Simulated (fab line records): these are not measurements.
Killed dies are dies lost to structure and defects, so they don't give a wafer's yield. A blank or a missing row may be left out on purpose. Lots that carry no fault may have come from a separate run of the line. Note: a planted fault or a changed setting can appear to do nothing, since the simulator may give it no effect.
Struck lot and sound lot, side by side ; flow nand-harc ; 40 out of 1302 route steps
Sound: wafers L549.1, L549.2, L549.5. Struck: wafers L559.1, L559.6. (L559.5 of the same lot was not struck and is left out.) The cause comes at the end.
Order at every step that has rows: each side's tool, ch and its chambers, its first start. Under that, the readings that differ: sound wafers ; struck wafers ; difference of the means ; sigmas: that difference in standard deviations of wafers without a fault.
alike: words and numbers the same on both sides, and readings whose means are apart by under 2 such deviations; not compared: readings that were withheld, readings missing a value for some wafer, numbers with overlapping values and no deviation given by the record, and bounds like >300 which may hide the same value.
Wherever a step has rows on one side only, a row that says differs or no value, or a row with sigmas, the two part there. When numbers do not overlap yet have no deviation, they are printed without sigmas and do not part them. A reading that every wafer of one side lacks parts them only if that side has two wafers or more.

NHARC_A_M0_OVL_MEAS_10: pitch 160 nm.
  sound on overlay-02, day 23 11:14; struck on overlay-02, day 27 11:20
reading;sound;struck;difference;sigmas
overlay-y-nm (nm);-2.3 -1.8 -1.1;0.7 0.0;+2.1;+2
  alike: overlay-x-nm
NHARC_A_M0_INSPECT_11:
  sound on defect-inspect-02, day 23 11:16; struck on defect-inspect-02, day 27 11:22
  alike: raw-defect-count
then, 3 steps without rows for these wafers: NHARC_A_M0_DESCUM_14 (chemistry O2, time 3 s); NHARC_A_M0_ETCH_34 (etches the open film in N2/H2, target depth 40 nm, overetch 12 nm, time 43.94 s); NHARC_A_M0_ETCH_15 (etches the open film in C4F8/Ar, target depth 150 nm, overetch 15 nm, time 82.5 s).
NHARC_A_M0_CD_MEAS_16:
  sound on cd-sem-01, day 23 11:38; struck on cd-sem-02, day 27 11:47
  alike: cd-nm
NHARC_A_M0_STRIP_18: strips in N2/H2.
  sound on rie-diel-09 ch 1,3, day 23 11:42; struck on rie-diel-08 ch 0, day 27 11:51
  alike: drypump-motor-current-A, oes-product-au, power-w, rf-fwd-power-W, rf-vpp-V, showerhead-plenum-p-Torr, throttle-valve-pct
  not compared: rf-hours-counter-h
then, 4 steps without rows for these wafers: NHARC_A_M0_STRIP_19 (strips in post etch residue remover, time 600 s); NHARC_A_M0_DEGAS_28 (time 60 s); NHARC_A_M0_PRE_CLEAN_29 (time 30 s); NHARC_A_M0_PVD_20 (deposits TaN, target thk 5 nm, time 8.06 s).
NHARC_A_M0_PVD_21: deposits Cu, target thk 30 nm, time 20.49 s.
  sound on pvd-sputter-01; struck on pvd-sputter-02
reading;sound;struck;difference;sigmas
throttle-valve-pct (%);32.7 29.5 32.3;28.5 30.2;-2.1;-2
NHARC_A_M0_ECD_22: material Cu, target thk 400 nm.
  sound on ecd-cu-01 ch 0,1, day 23 12:39; struck on ecd-cu-02 ch 0, day 27 12:48
  alike: bath-heat-duty-pct
then, 1 step without rows for these wafers: NHARC_A_M0_ANNEAL_30 (time 90 s).
NHARC_A_M0_CMP_23: polishes, t overpolish 20 s, target thk 113.75 nm.
  sound on cmp-03 ch 0,3, day 23 13:23; struck on cmp-03 ch 0,3, day 27 13:29
  alike: motor-current-A, slurry-flow-ml-min, time-to-endpoint-s
NHARC_A_M0_THK_MEAS_24: measures by xrf.
  sound on film-metro-02, day 23 13:43; struck on film-metro-02, day 27 13:47
  alike: thk-nm
then, 13 steps without rows for these wafers: NHARC_A_M0_SRD_25; NHARC_A_M0_PRE_CLEAN_31 (time 12 s); NHARC_A_M0_DEP_32 (deposits SiCN, target thk 30 nm); NHARC_A_M1_DEP_00 (deposits SiOC, target thk 182.5 nm); NHARC_A_M1_DEHYDRATE_01 (time 120 s); NHARC_A_M1_HMDS_02 (time 30 s); NHARC_A_M1_COAT_34 (time 65 s); NHARC_A_M1_COAT_03 (resist thk 90 nm); NHARC_A_M1_SOFTBAKE_04 (time 55 s); NHARC_A_M1_EBR_05; NHARC_A_M1_EXPOSE_06 (exposes mask A M1, target cd 120 nm); NHARC_A_M1_PEB_07 (peb time 65 s); NHARC_A_M1_DEVELOP_08 (develop time 35 s).
NHARC_A_M1_CD_MEAS_09: target cd 120 nm.
  sound on cd-sem-02 ch 0, day 23 15:16; struck on cd-sem-03 ch 0, day 27 15:20
  alike: cd-nm
NHARC_A_M1_OVL_MEAS_10: pitch 240 nm.
  sound on overlay-02, day 23 15:22; struck on overlay-01, day 27 15:25
  alike: overlay-x-nm, overlay-y-nm
NHARC_A_M1_DESCUM_14: chemistry O2, time 3 s.
  sound on rie-diel-10 ch 2,3, day 23 15:28; struck on rie-diel-11 ch 2,3, day 27 15:31
  alike: drypump-motor-current-A, oes-product-au, rf-vpp-V, showerhead-plenum-p-Torr, throttle-valve-pct
  not compared: rf-hours-counter-h
NHARC_A_M1_ETCH_35: etches the open film in N2/H2, target depth 40 nm, overetch 12 nm, time 43.94 s.
  sound on rie-diel-10 ch 0,2,3, day 23 15:34; struck on rie-diel-11 ch 3, day 27 15:37
  alike: bias-w, drypump-motor-current-A, oes-product-au, rf-fwd-power-W, rf-vpp-V, showerhead-plenum-p-Torr, throttle-valve-pct
  not compared: rf-hours-counter-h
then, 1 step without rows for these wafers: NHARC_A_M1_ETCH_15 (etches the open film in C4F8/Ar, target depth 182.5 nm, time 91.2 s).
NHARC_A_M1_CD_MEAS_16:
  sound on cd-sem-01, day 23 15:49; struck on cd-sem-02, day 27 15:52
  alike: cd-nm
then, 4 steps without rows for these wafers: NHARC_A_M1_STRIP_18 (strips in N2/H2); NHARC_A_M1_ETCH_28 (etches the open film in CF4/N2, target depth 30 nm, time 72.99 s); NHARC_A_M1_STRIP_19 (strips in post etch residue remover, time 600 s); NHARC_A_M1_DEGAS_29 (time 60 s).
NHARC_END_SORT_01:
  only the struck wafers appear in the record here, on prober-02 ch 0 at day 29 01:22; the sound ones have no rows

== WHERE THEY PART ==
First at NHARC_A_M0_OVL_MEAS_10; last, within this record, at NHARC_END_SORT_01.

WHY: the cause the simulator had injected
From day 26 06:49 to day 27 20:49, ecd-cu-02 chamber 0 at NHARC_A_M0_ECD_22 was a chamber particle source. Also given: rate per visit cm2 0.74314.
